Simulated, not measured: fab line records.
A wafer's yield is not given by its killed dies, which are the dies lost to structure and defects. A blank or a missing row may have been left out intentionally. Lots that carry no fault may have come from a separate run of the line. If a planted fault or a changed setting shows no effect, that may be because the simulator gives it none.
fab line records	flow n5_finfet
record: lots: 10	wafers: 30	last_day: 18
route steps=1938 shown BEOL_M0_SAQP@638 BEOL_M4@1111 PASSIVATION@1936
lots that met no fault: from a run of the same line without faults
start_h: hours from the record's opening day to when the first of the lot's shown wafers began	wait_h: hours elapsed since this lot's preceding step	" same as the row above	L1.1+2: several wafers, shown together as one row	- no value, or no start given	* or withheld: withheld	< > ~ a bound
route shown NAME@n: a module of which the file shows steps, and the number in the route of the first	usual: the fault-free wafers' mean and standard deviation	same: alike in all rows	chamber/n: place in a boat	sites: per-site readings	_std_site: the values' standard deviation	_edge_site: mean of outer sites minus mean of inner sites	radius_mm: for every site, how far away it sits from the centre of the wafer	mask NAME#n: copy n	behind: the tool/chamber that last shaped the wafer	hold: what put the lot on hold/how long, in hours/how the hold closed	device: which transistor (n, p or np) failed to switch	end of line: the tests these same wafers got at the end of their route	a step without rows: its recipe alone	killed: dies lost to structure and defects at the first sort, not the wafer's yield	map: per-die view of a wafer (x killed, . not killed, _ where there is no die)
set.NAME: the setting the step ran with; set.NAME@STEP: the setting that earlier step ran with	model.NAME: the simulator's own value behind a step, which no gauge read
steps of the route over a sample of lots; a table a step, a row a wafer
services: when a tool's chamber went out of use (start_h, in hours from the record's first day, below 0 if earlier), for how many hours, and the reason
== steps ==
step: N5_BEOL_M0_SAQP_PECVD_04
recipe: material: a-Si	target_thk_a: 600	temp_c: 350	precursor: SiH4/He	pressure_torr: 3	rf_w: 100	time_s: 60.2
usual: heater_power_w: 639/52	showerhead_plenum_p_Torr: 5.73/0.048	throttle_valve_pct: 18.1/1.1
lot.wafer	tool	chamber	start_h	wait_h	heater_power_w	showerhead_plenum_p_Torr	throttle_valve_pct
L191.2	pecvd-04	1	123.06	0.0	676	5.75	19.4
L191.3	"	0	"	"	626	5.69	18.0
L191.4	"	2	"	"	741	5.66	17.6
L192.1	pecvd-04	1	126.71	0.0	738	5.76	19.2
L192.2	"	0	"	"	606	5.67	17.6
L192.4	"	0	"	"	586	5.69	17.8
L193.1	pecvd-04	0	130.71	0.0	549	5.68	17.6
L193.4	"	0	"	"	547	5.67	17.8
L193.6	"	2	"	"	660	5.67	17.5
L194.1	pecvd-03	1	138.08	0.0	593	5.69	17.7
L194.3	"	0	"	"	723	5.77	17.4
L194.6	"	2	"	"	643	5.77	17.2
L197.3	pecvd-03	2	151.62	0.0	609	5.76	17.4
L197.4	"	2	"	"	626	5.76	17.1
L197.5	"	1	"	"	585	5.70	17.9
L203.1	pecvd-03	2	192.74	0.0	649	5.77	17.4
L203.3	"	1	"	"	610	5.72	17.6
L203.4	"	1	"	"	627	5.72	17.6
L205.2	pecvd-03	1	201.58	0.0	620	5.70	17.8
L205.3	"	0	"	"	709	5.75	17.4
L205.5	"	1	"	"	616	5.70	17.4
L208.3	pecvd-03	0	219.35	0.1	731	5.73	17.6
L208.4	"	2	"	"	629	5.78	17.6
L208.6	"	0	"	"	762	5.77	17.4
L209.1	pecvd-03	1	227.91	0.0	631	5.70	17.6
L209.5	"	2	"	"	602	5.76	17.9
L209.6	"	1	"	"	630	5.71	17.9
L212.3	pecvd-04	1	242.41	0.0	662	5.78	19.3
L212.5	"	2	"	"	644	5.68	17.6
L212.6	"	0	"	"	564	5.68	17.9
step: N5_BEOL_M0_SAQP_DESCUM_19
recipe: chemistry: O2	time_s: 7.9	source_power_w: 50	bias_power_w: 20	pressure_mtorr: 20	rf_frequency_hz: 2.712e+07	temp_c: 40	resist: CAR-ArF	o2_flow_sccm: 225
usual: drypump_motor_current_A: 5.8/0.59	oes_product_au: 0.80/0.098	rf_vpp_V: 243.0/1.2	showerhead_plenum_p_Torr: 2.09/0.06	throttle_valve_pct: 20.5/0.34
lot.wafer	tool	chamber	start_h	wait_h	drypump_motor_current_A	oes_product_au	rf_hours_counter_h	rf_vpp_V	showerhead_plenum_p_Torr	throttle_valve_pct
L191.2	rie_diel-04	3	123.89	0.2	6.6	0.74	169	242.4	2.01	20.8
L191.3	"	1	"	"	6.5	0.80	91	243.2	2.11	20.4
L191.4	"	2	"	"	5.7	0.95	2	243.9	2.17	20.6
L192.1	rie_diel-04	2	127.38	0.0	5.7	0.95	3	244.3	2.17	20.6
L192.2	"	3	"	"	6.6	0.73	170	241.1	2.01	20.8
L192.4	"	0	"	"	5.7	0.67	230	244.0	2.14	21.0
L193.1	rie_diel-04	3	131.38	0.0	6.6	0.73	171	242.2	2.01	20.8
L193.4	"	3	"	"	6.6	0.73	-	242.7	2.01	20.8
L193.6	"	3	"	"	6.6	0.73	-	241.6	2.01	20.8
L194.1	rie_diel-04	2	138.79	0.1	5.7	0.92	7	244.7	2.16	20.6
L194.3	"	3	"	"	6.6	0.73	174	241.7	2.01	20.8
L194.6	"	3	"	"	6.6	0.73	-	239.9	2.01	20.8
L197.3	rie_diel-03	3	152.29	0.0	6.2	0.73	195	244.2	2.18	20.4
L197.4	"	0	"	"	5.0	0.86	59	244.0	2.12	20.0
L197.5	"	3	"	"	6.2	0.72	-	243.2	2.18	20.4
L203.1	rie_diel-04	1	193.40	0.0	6.6	0.80	109	243.6	2.11	20.4
L203.3	"	0	"	"	5.7	0.66	249	244.9	2.14	21.0
L203.4	"	2	"	"	5.7	0.89	25	243.7	2.16	20.6
L205.2	rie_diel-03	2	202.25	0.0	5.5	0.68	230	240.3	2.00	20.8
L205.3	"	0	"	"	5.0	0.86	74	242.4	2.12	20.0
L205.5	"	3	"	"	6.2	0.72	-	244.1	2.17	20.5
L208.3	rie_diel-03	0	220.04	0.0	5.0	0.86	78	242.7	2.12	20.0
L208.4	"	1	"	"	5.3	0.74	182	241.9	2.06	20.2
L208.6	"	1	"	"	5.3	0.75	-	242.3	2.06	20.2
L209.1	rie_diel-04	2	228.77	0.2	5.7	0.86	37	243.6	2.15	20.6
L209.5	"	2	"	"	5.7	0.86	-	243.8	2.15	20.7
L209.6	"	0	"	"	5.7	0.96	-	245.0	2.13	20.6
L212.3	rie_diel-03	1	242.95	0.0	5.3	0.74	188	243.4	2.06	20.2
L212.5	"	3	"	"	6.2	0.70	-	245.0	2.17	20.5
L212.6	"	0	"	"	5.0	0.84	-	244.6	2.12	20.0
step: N5_BEOL_M0_SAQP_RECESS_114
recipe: chemistry: HF/NH3	target: SiO2	target_depth_a: 144	afs_cycles: 3	temp_c: 30	sublimation_temp_c: 180	sublimation_time_s: 60
usual: afs_cycles: 3/0	drypump_motor_current_A: 5.8/0.63
lot.wafer	tool	chamber	start_h	wait_h	afs_cycles	drypump_motor_current_A
L191.2	vapor_etch-02	0	124.39	0.0	3	6.1
L191.3	"	1	"	"	3	6.4
L191.4	"	0	"	"	3	6.1
L192.1	vapor_etch-01	0	127.88	0.0	-	-
L192.2	"	1	"	"	-	-
L192.4	"	1	"	"	-	-
L193.1	vapor_etch-02	0	132.01	0.0	-	-
L193.4	"	1	"	"	-	-
L193.6	"	1	"	"	-	-
L194.1	vapor_etch-01	0	139.29	0.0	3	4.8
L194.3	"	1	"	"	3	6.1
L194.6	"	1	"	"	3	6.1
L197.3	vapor_etch-01	0	152.91	0.1	3	4.8
L197.4	"	1	"	"	3	6.1
L197.5	"	0	"	"	3	4.9
L203.1	vapor_etch-01	1	193.94	0.0	3	6.1
L203.3	"	1	"	"	3	6.1
L203.4	"	0	"	"	3	4.8
L205.2	vapor_etch-01	0	202.76	0.0	3	4.8
L205.3	"	0	"	"	3	4.8
L205.5	"	1	"	"	3	6.1
L208.3	vapor_etch-02	1	220.66	0.1	3	6.4
L208.4	"	0	"	"	3	6.1
L208.6	"	1	"	"	3	6.4
L209.1	vapor_etch-01	1	229.46	0.0	3	6.1
L209.5	"	0	"	"	3	4.8
L209.6	"	1	"	"	3	6.1
L212.3	vapor_etch-02	0	243.58	0.1	3	6.1
L212.5	"	0	"	"	3	6.1
L212.6	"	1	"	"	3	6.4
step: N5_BEOL_M0_SAQP_ETCH_102
recipe: chemistry: CF4	target: SiO2	target_depth_a: 40	ion_energy_ev: 350	time_s: 4.4	pressure_mtorr: 10	icp_w: 800	bias_w: 400	cf4_flow_sccm: 80
usual: bias_w: 400.1/1.2	drypump_motor_current_A: 5.6/0.57	oes_product_au: 1.003/0.019	throttle_valve_pct: 21.75/0.24
lot.wafer	tool	chamber	start_h	wait_h	bias_w	drypump_motor_current_A	oes_product_au	rf_hours_counter_h	throttle_valve_pct
L191.2	rie_si-03	2	125.59	0.1	400.0	5.3	0.994	10	22.05
L191.3	"	0	"	"	399.7	6.4	1.024	184	21.76
L191.4	"	3	"	"	398.6	6.1	1.015	22	21.87
L192.1	rie_si-01	2	129.40	0.1	399.0	6.3	0.996	174	21.56
L192.2	"	3	"	"	398.9	5.9	0.978	93	21.32
L192.4	"	1	"	"	399.4	5.2	1.025	49	21.96
L193.1	rie_si-03	1	133.31	0.1	401.9	5.3	0.993	160	22.06
L193.4	"	3	"	"	403.3	6.0	1.009	22	21.87
L193.6	"	1	"	"	401.0	5.3	0.997	-	22.05
L194.1	rie_si-01	1	140.54	0.1	399.5	5.2	1.007	49	21.95
L194.3	"	0	"	"	398.3	6.2	1.035	183	21.82
L194.6	"	0	"	"	398.5	6.3	1.042	-	21.82
L197.3	rie_si-03	2	154.16	0.1	401.1	5.3	1.009	11	22.08
L197.4	"	0	"	"	398.4	6.4	1.020	184	21.75
L197.5	"	0	"	"	398.5	6.4	1.024	-	21.76
L203.1	rie_si-01	1	195.27	0.1	399.8	5.2	1.014	50	21.96
L203.3	"	2	"	"	400.6	6.3	0.994	175	21.54
L203.4	"	0	"	"	400.7	6.2	1.018	184	21.83
L205.2	rie_si-06	1	204.18	0.1	400.7	5.0	1.025	15	21.49
L205.3	"	3	"	"	400.8	6.4	0.981	163	21.89
L205.5	"	1	"	"	399.0	5.0	1.024	-	21.48
L208.3	rie_si-03	1	222.23	0.1	398.0	5.3	1.006	161	22.07
L208.4	"	0	"	"	398.0	6.4	1.026	185	21.77
L208.6	"	0	"	"	401.2	6.4	1.031	-	21.77
L209.1	rie_si-06	0	230.67	0.1	400.5	5.2	0.999	3	22.08
L209.5	"	3	"	"	402.5	6.4	0.972	-	21.87
L209.6	"	0	"	"	401.6	5.2	0.993	-	22.08
L212.3	rie_si-01	2	244.66	0.1	399.3	6.3	1.004	176	21.57
L212.5	"	2	"	"	400.4	6.3	0.987	-	21.56
L212.6	"	1	"	"	400.5	5.2	1.010	-	21.97
step: N5_BEOL_M4_RC_MEAS_101
usual: DIBL_N: 35.9/1.7	DIBL_P: 36.0/2.2	IOFF_N: 0.16/0.031	IOFF_P: 0.21/0.039	ION_N: 678/13	ION_P: 464/8.8	SS_N: 71.5/0.61	SS_P: 73.2/0.68	VT_N: 249/3.3	VT_P: -250/3.8
lot.wafer	tool	chamber	start_h	wait_h	DIBL_N[mV/V]	DIBL_P[mV/V]	IOFF_N[nA/um]	IOFF_P[nA/um]	ION_N[uA/um]	ION_P[uA/um]	SS_N[mV/dec]	SS_P[mV/dec]	VT_N[mV]	VT_P[mV]
L191.2	prober-01	0	178.07	0.2	37.3	35.9	0.17	0.20	686	466	71.5	74.4	247	-252
L191.3	"	0	"	"	33.9	31.8	0.12	0.15	675	462	70.2	72.8	250	-253
L191.4	"	0	"	"	34.0	30.5	0.12	0.14	663	451	71.4	72.5	251	-256
L194.1	prober-02	0	195.36	0.0	35.2	35.9	0.15	0.19	670	463	70.7	72.6	247	-254
L194.3	"	0	"	"	35.0	35.4	0.14	0.18	681	463	71.9	72.4	248	-254
L194.6	"	0	"	"	36.0	36.1	0.15	0.19	679	463	71.8	73.2	250	-250
L197.3	prober-01	0	217.54	0.3	38.3	38.9	0.19	0.23	684	459	71.8	74.7	250	-252
L197.4	"	0	"	"	39.5	39.3	0.22	0.24	681	459	72.5	74.4	247	-253
L197.5	"	0	"	"	38.3	38.3	0.18	0.22	672	453	71.8	73.9	249	-253
L205.2	prober-02	0	258.04	0.2	33.4	31.9	0.11	0.15	670	459	70.5	72.1	253	-255
L205.3	"	0	"	"	37.4	36.7	0.17	0.22	683	471	72.4	73.4	249	-250
L205.5	"	0	"	"	36.6	35.8	0.16	0.20	681	467	71.8	72.9	250	-251
L203.1	prober-02	0	261.70	0.0	34.3	35.5	0.17	0.20	677	457	71.5	73.0	249	-249
L203.3	"	0	"	"	37.3	39.1	0.22	0.27	689	468	72.8	73.9	245	-247
L203.4	"	0	"	"	35.8	36.8	0.19	0.22	693	464	72.2	72.6	248	-250
L208.3	prober-02	0	281.73	0.3	35.3	33.9	0.13	0.17	651	447	71.1	72.2	255	-254
L208.4	"	0	"	"	36.2	35.6	0.14	0.19	677	465	71.7	73.0	252	-251
L208.6	"	0	"	"	34.4	33.5	0.12	0.16	655	452	71.4	72.7	255	-252
L209.1	prober-02	0	285.06	0.0	34.2	33.5	0.12	0.15	660	455	70.2	72.6	254	-254
L209.5	"	0	"	"	32.8	31.1	0.10	0.13	657	450	71.3	72.6	257	-257
L209.6	"	0	"	"	36.7	37.7	0.16	0.21	677	460	71.0	73.4	249	-254
L212.3	prober-02	0	314.06	0.3	34.9	33.1	0.13	0.17	681	462	71.8	73.0	251	-252
L212.5	"	0	"	"	38.4	38.7	0.20	0.25	688	463	72.1	73.7	245	-249
L212.6	"	0	"	"	34.8	33.7	0.13	0.17	690	465	70.8	72.6	250	-254
step: N5_PASSIVATION_PROBE_49
usual: defect_limited_yield: 90.9/1.5	killed_at_M0_to_M3: 36/10	killed_at_M4_up: 13/5.5	killed_at_contacts: 12/5.6	killed_at_front_end: 42/12	killed_at_other: 4/3.2	killed_dies: 108/18	killed_on_rim: 15/4.1	killed_open: 71/13	killed_short: 34/7.8	sort_bin_5_function: 5.4/1	sort_bin_6_memory: 3.4/0.68	sort_n_pass: 1072/18	sort_yield_pct: 90.9/1.5
same: gross_dies: 1180	killed_at_back_side: 0	sort_bin_4_leakage[%]: 0	sort_bin_8_speed[%]: 0
lot.wafer	tool	chamber	start_h	wait_h	defect_limited_yield[%]	killed_at_M0_to_M3	killed_at_M4_up	killed_at_contacts	killed_at_front_end	killed_at_other	killed_dies	killed_on_rim	killed_open	killed_short	sort_bin_5_function[%]	sort_bin_6_memory[%]	sort_n_pass	sort_yield_pct[%]
L192.1	prober-02	-	283.34	0.0	0	1096	15	12	49	8	1180	152	80	38	95.5	4.2	0	0
L192.2	prober-02	-	283.39	0.1	0	1115	21	3	39	2	1180	152	81	23	96.4	3.1	0	0
L192.4	prober-02	-	283.49	0.2	0	1101	25	11	39	4	1180	152	81	30	96.4	3.5	0	0
L193.1	prober-02	-	289.16	0.0	0	1104	16	7	44	9	1180	152	70	25	96.7	3.2	0	0
L193.4	prober-02	-	289.31	0.2	0	1095	17	3	61	4	1180	152	69	34	96.4	3.1	0	0
L193.6	prober-02	-	289.41	0.3	0	1120	14	2	41	3	1180	152	49	23	97.8	2.0	0	0
killed by level:class
L192.1 BEOL_M0_SAQP:area_recess=1061 MOL_CONTACT_COAG:geometric_particle:open=12 FIN_SAQP:geometric_particle:open=10 STI_FIN_REVEAL:geometric_particle:open=9 BEOL_M0_SAQP:geometric_particle:short=6 BEOL_M2:geometric_particle:open=6 BEOL_M3:geometric_particle:open=6 FIN_SAQP:geometric_particle:short=5
L192.2 BEOL_M0_SAQP:area_recess=1073 BEOL_M1:geometric_particle:open=16 STI_FIN_REVEAL:geometric_particle:open=15 BEOL_M4:geometric_particle:open=11 FIN_SAQP:geometric_particle:open=8 BEOL_M0_SAQP:geometric_particle:open=7 BEOL_M2:geometric_particle:open=7 FIN_SAQP:geometric_particle:short=4
L192.4 BEOL_M0_SAQP:area_recess=1068 BEOL_M2:geometric_particle:open=13 FIN_SAQP:geometric_particle:open=10 BEOL_M4:geometric_particle:open=10 STI_FIN_REVEAL:geometric_particle:open=8 MOL_CONTACT_COAG:geometric_particle:open=8 BEOL_M0_SAQP:geometric_particle:short=8 FIN_SAQP:geometric_particle:short=5
L193.1 BEOL_M0_SAQP:area_recess=1082 FIN_SAQP:geometric_particle:open=17 FIN_SAQP:geometric_particle:short=10 DUMMY_GATE:geometric_particle:open=6 MOL_CONTACT_COAG:geometric_particle:open=6 BEOL_M1:geometric_particle:open=6 BEOL_M2:geometric_particle:open=5 BEOL_M5:geometric_particle:open=5
L193.4 BEOL_M0_SAQP:area_recess=1077 FIN_SAQP:geometric_particle:open=21 BEOL_M4:geometric_particle:open=7 FIN_SAQP:geometric_particle:short=7 STI_FIN_REVEAL:geometric_particle:open=7 BEOL_M0_SAQP:geometric_particle:open=6 BEOL_M0_SAQP:geometric_particle:short=5 STARTING-WAFER:geometric_particle:open=5
L193.6 BEOL_M0_SAQP:area_recess=1106 STI_FIN_REVEAL:geometric_particle:open=6 FIN_SAQP:geometric_particle:short=5 FIN_SAQP:geometric_particle:open=4 SPACER0:geometric_particle:short=4 BEOL_M1:geometric_particle:open=4 STI_FIN_REVEAL:geometric_particle:short=3 DUMMY_GATE:geometric_particle:open=3
== services ==
tool	chamber	start_h	hours	kind
rie_si-03	2	105.54	6.1	repair
vapor_etch-01	-	115.02	0.4	repair
rie_diel-04	1	129.49	9.0	repair
rie_diel-04	0	130.52	10.4	repair
rie_diel-04	1	139.52	4.0	repair
pecvd-04	0	147.23	-	calibration
rie_si-06	-	147.55	3.1	repair
pecvd-03	-	148.09	0.9	repair
pecvd-04	2	157.25	1.7	repair
pecvd-04	2	170.42	5.5	scheduled_down
rie_si-03	2	192.05	6.6	repair
rie_diel-04	0	197.34	-	clean
rie_diel-04	0	197.34	-	consumable_replace:focus_ring
rie_diel-04	0	197.34	18.8	scheduled_down
rie_diel-04	0	197.34	18.8	vent_cycle
pecvd-03	1	218.40	5.5	scheduled_down
rie_diel-04	1	221.30	13.8	repair
pecvd-03	0	224.32	5.5	scheduled_down
rie_si-03	1	229.94	3.7	repair
rie_si-03	0	235.24	-	clean
rie_si-03	0	235.24	16.7	scheduled_down
rie_si-03	0	235.24	16.7	vent_cycle
rie_si-01	0	238.24	-	clean
rie_si-01	0	238.24	15.5	scheduled_down
== key ==
first_sign: step: N5_BEOL_M0_SAQP_RECESS_114	reading: tool_record	direction: missing
effect: step: N5_PASSIVATION_PROBE_49	reading: killed_at_M0_to_M3	direction: up	sigmas: 99+	usual: 36	struck: 1105
more_kills_born_at: N5_BEOL_M0_SAQP_RECESS_114@vapor_etch-02: 3265	N5_BEOL_M0_SAQP_RECESS_114@vapor_etch-01: 3202
met_at N5_BEOL_M0_SAQP_RECESS_114
struck_lots L192,L193
later_rows_left_out L192.1,L192.2,L192.4,L193.1,L193.4,L193.6
not_acting_at N5_BEOL_M0_SAQP_PECVD_04,N5_BEOL_M0_SAQP_DESCUM_19,N5_BEOL_M0_SAQP_ETCH_102
onset_between 124.39 127.88
fault: kind: skipped_step_whole	tool: vapor_etch-01,vapor_etch-02	chamber: -	onset_h: 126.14	steps: N5_BEOL_M0_SAQP_RECESS_114	scope: struck_lots_only
later_rows_left_out: the simulator's readings of these wafers behind a module that went badly wrong aren't trusted and aren't shown, but for the sort
